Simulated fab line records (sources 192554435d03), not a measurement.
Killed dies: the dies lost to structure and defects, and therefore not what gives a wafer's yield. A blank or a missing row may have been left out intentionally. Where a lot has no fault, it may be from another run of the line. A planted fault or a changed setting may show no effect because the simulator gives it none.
Matching of chambers | flow n5_finfet | N5_BEOL_M11_ETCH_62 on rie_diel-03 has 4 sister chambers
The step etches SOC in N2/H2, target depth 110 nm, overetch 22 nm, time 165 s. 4 wafers are shown with their chamber, then 7 later ones without.

EACH WAFER AND ITS CHAMBER
wafer  | chamber | showerhead_plenum_p_Torr (Torr)
L585.2 | 2       | 2.54
L590.4 | 3       | 2.58
L595.2 | 1       | 2.64
L595.3 | 0       | 2.44

WAFERS WITH NO CHAMBER GIVEN
wafer  | showerhead_plenum_p_Torr (Torr)
L595.5 | 2.54
L593.1 | 2.64
L593.2 | 2.54
L593.3 | 2.43
L594.2 | 2.58
L594.3 | 2.43
L594.4 | 2.64

EACH ONE'S CHAMBER
wafer  | from the rows above | in truth
L595.5 | 2                   | 2
L593.1 | 1                   | 1
L593.2 | 2                   | 2
L593.3 | 0                   | 0
L594.2 | 3                   | 3
L594.3 | 0                   | 0
L594.4 | 1                   | 1
Placed correctly: 7 of 7. Not placeable from these rows: 0. Wrongly placed: 0.
How it was worked out, from the rows above alone: a wafer's distance from a chamber is the root of the sum, over the readings, of the square of ((its reading less the chamber's mean) divided by the reading's scatter). The wafer belongs to the nearest chamber; if the next one is less than 2 further off, it can't be placed. Each chamber's mean is taken over the wafers shown for it. The scatter: with one shown wafer a chamber, the root of the mean of the squares of how far each hidden wafer lies from its nearest shown one.
